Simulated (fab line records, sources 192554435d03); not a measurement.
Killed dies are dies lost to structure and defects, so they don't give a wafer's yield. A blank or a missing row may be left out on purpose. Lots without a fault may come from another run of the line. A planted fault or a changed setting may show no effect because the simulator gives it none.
Split-lot experiment | flow n5_finfet | 7 lots, 21 wafers read, on a route of 1938 steps

THE SPLIT
At N5_SDB_ETCH_25 (etches SiO2 in C4F6/O2, target depth 10 nm, time 3.3 s), the setting time_s was moved away from the recipe's 3.3 s on 8 of the 21 wafers read, by -20.3% to +20.1%. The other wafers ran this setting at the recipe's value.

The reading is taken at the split's own step.

THE READING
etch.depth_nm (the simulator's own value, which no gauge read), in nm, at N5_SDB_ETCH_25 (etches SiO2 in C4F6/O2, target depth 10 nm, time 3.3 s). The file gives no usual value for it. The 13 wafers here that ran the recipe average 9.984 nm, standard deviation 0.24 nm.

wafer  | tool, chamber at the split | time_s as run, s | against the recipe | etch.depth_nm, nm | against lot-mates on the recipe
L078.2 | rie_diel-04, 1             | 3.962            | +20.1%             | 12.49             | +2.409
L078.4 | rie_diel-04, 2             | 3.3              | recipe             | 9.792             | -
L078.5 | rie_diel-04, 1             | 3.3              | recipe             | 10.37             | -
L080.2 | rie_diel-04, 2             | 2.827            | -14.3%             | 8.266             | -2.174
L080.3 | rie_diel-04, 1             | 3.3              | recipe             | 10.44             | -
L080.4 | rie_diel-04, 0             | 2.827            | -14.3%             | 8.437             | -2.003
L083.1 | rie_diel-01, 3             | 3.765            | +14.1%             | 11.31             | +1.291
L083.3 | rie_diel-01, 2             | 3.3              | recipe             | 10.06             | -
L083.6 | rie_diel-01, 3             | 3.3              | recipe             | 9.978             | -
L086.1 | rie_diel-05, 2             | 2.697            | -18.3%             | 8.187             | -1.622
L086.5 | rie_diel-05, 3             | 3.3              | recipe             | 9.809             | -
L086.6 | rie_diel-05, 2             | 2.697            | -18.3%             | 8.166             | -1.643
L089.1 | rie_diel-04, 2             | 2.629            | -20.3%             | 7.645             | -2.595
L089.3 | rie_diel-04, 1             | 3.3              | recipe             | 10.24             | -
L089.6 | rie_diel-04, 0             | 2.629            | -20.3%             | 7.923             | -2.317
L092.2 | rie_diel-01, 0             | 3.3              | recipe             | 9.929             | -
L092.3 | rie_diel-01, 3             | 3.3              | recipe             | 9.765             | -
L092.6 | rie_diel-01, 1             | 3.3              | recipe             | 9.787             | -
L094.2 | rie_diel-04, 2             | 3.3              | recipe             | 9.598             | -
L094.4 | rie_diel-04, 1             | 3.3              | recipe             | 10.13             | -
L094.6 | rie_diel-04, 0             | 3.3              | recipe             | 9.889             | -

THE FIT
A straight line over all 21 wafers: etch.depth_nm changes by +0.109 nm for each +1% of time_s; r = +0.98; the points scatter about the line by 0.23 nm.
The same after taking each lot's own level away (the mean of its wafers on the recipe; 21 wafers): +0.113 nm for each +1%; r = +0.98; scatter 0.27 nm.
On that fit, the largest move of time_s shifts the reading by 2.3 nm.
The lots' own levels span 9.8090 to 10.4400 nm, that is 2.6 times the standard deviation above.
So the lot-to-lot level changes the slope little: the two slopes agree.
Check: with one of the wafers moved furthest among these (-20.3%) left out of the fit, the line predicts -2.27 nm for it against its lot-mates. It came out at -2.6 nm against them.

THE FILE'S OWN FIT
etch.depth_nm changes by +0.113 nm for each +1% of time_s, r = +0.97.
